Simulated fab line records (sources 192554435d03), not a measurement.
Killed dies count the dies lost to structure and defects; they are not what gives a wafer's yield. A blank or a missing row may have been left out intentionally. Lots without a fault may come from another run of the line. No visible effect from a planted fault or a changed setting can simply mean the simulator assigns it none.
One fault through the eyes of 2 desks || flow n5 finfet || each desk has only its own numbers; what lay behind them comes last

== AT THE METROLOGY DESK ==
What the gauges read for every lot (on any tool): the sampled wafers with a number, averaged. Any lot whose mean is over 4 standard deviations away from the usual mean is out of limits and marked OUT; that distance is given in the brackets. Shown are 7 of the 13 readings it has, namely the first that went out of limits plus those furthest out on some lot.
Columns: A = trench depth nm at N5_STI_FIN_REVEAL_FIN_H_MEAS_10, usual 52.1 nm; B = thk nm at N5_DUMMY_GATE_THK_MEAS_05, usual 72.4 nm; C = SDB_THK at N5_SDB_THK_MEAS_31, usual 64.7 nm; D = DIBL_N at N5_BEOL_M4_RC_MEAS_101, usual 36.8 mV/V; E = IOFF_P at N5_BEOL_M4_RC_MEAS_101, usual 0.23 nA/um; F = SS_P at N5_BEOL_M4_RC_MEAS_101, usual 73.5 mV/dec; G = VT_P at N5_BEOL_M4_RC_MEAS_101, usual -249 mV
{"lot": "L751", "first seen here": "day 2 13:24", "A": 52.1, "B": 72.1, "C": 64.4, "D": 35.4, "E": 0.21, "F": 73.7, "G": -251}
{"lot": "L752", "first seen here": "day 2 19:57", "A": 52.5, "B": 72.3, "C": 64.5, "D": 37.2, "E": 0.20, "F": 73.5, "G": -253}
{"lot": "L757", "first seen here": "day 4 01:55", "A": 52.2, "B": 72.9, "C": 65.2, "D": 37.4, "E": 0.21, "F": 73.6, "G": -250}
{"lot": "L758", "first seen here": "day 4 07:11", "A": 52.0, "B": 72.8, "C": 65.0, "D": 36.8, "E": 0.22, "F": 73.4, "G": -248}
{"lot": "L759", "first seen here": "day 4 15:35", "A": 52.5, "B": 72.1, "C": 64.4, "D": 36.1, "E": 0.24, "F": 73.5, "G": -251}
{"lot": "L760", "first seen here": "day 4 20:52", "A": 51.1, "B": 72.1, "C": 64.3, "D": 36.0, "E": 0.24, "F": 73.5, "G": -246}
{"lot": "L761", "first seen here": "day 5 01:27", "A": 51.6, "B": 73.1, "C": 65.4, "D": 40.4, "E": 0.31, "F": 74.2, "G": -243}
{"lot": "L764", "first seen here": "day 5 18:53", "A": 52.3, "B": 73.3, "C": 65.6, "D": 36.3, "E": 0.21, "F": 73.4, "G": -250}
{"lot": "L771", "first seen here": "day 7 13:17", "A": 52.2, "B": "51.6 (-17) OUT", "C": "43.9 (-17) OUT", "D": 38.0, "E": 0.28, "F": 74.4, "G": -244}
This desk's finding: out of limits on L771; first on L771, day 7 17:33 (thk nm at N5_DUMMY_GATE_THK_MEAS_05). L751, L752, L757, L758, L759, L760, L761, L764 stayed within limits.

== THE DEFECT DESK ==
Lot by lot, what the route's inspections counted, given as the mean of those sampled wafers with a number. Any lot whose mean is over 4 standard deviations away from the usual mean is out of limits and marked OUT; that distance is given in the brackets.
Columns: A = raw defect count at N5_STI_FIN_REVEAL_INSPECT_13, usual 12
{"lot": "L751", "first seen here": "day 2 13:29", "A": 16}
{"lot": "L752", "first seen here": "day 2 20:02", "A": 13}
{"lot": "L757", "first seen here": "day 4 02:00", "A": 16}
{"lot": "L758", "first seen here": "day 4 07:17", "A": 4}
{"lot": "L759", "first seen here": "day 4 15:41", "A": 12}
{"lot": "L760", "first seen here": "day 4 20:57", "A": 10}
{"lot": "L761", "first seen here": "day 5 01:34", "A": 14}
{"lot": "L764", "first seen here": "day 5 18:58", "A": 10}
{"lot": "L771", "first seen here": "day 7 13:22", "A": 9}
This desk found nothing out of limits on any of the 9 lots.

== ALL TOGETHER ==
At day 7 17:33 the metrology desk could have sounded an alarm, on L771.
The defect desk saw nothing out of limits.
The defect desk has L771 on record, within its limits.
The lots listed all ran N5_DUMMY_GATE_CVD_03 on lpcvd-02.

== WHAT THE SIMULATOR HAD PUT IN ==
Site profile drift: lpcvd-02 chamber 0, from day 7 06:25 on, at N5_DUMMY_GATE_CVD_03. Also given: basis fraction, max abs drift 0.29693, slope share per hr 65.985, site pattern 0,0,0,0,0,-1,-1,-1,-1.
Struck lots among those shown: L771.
Per desk, hours elapsed from the start of the fault to the first reading out of limits: for the metrology desk, 11.
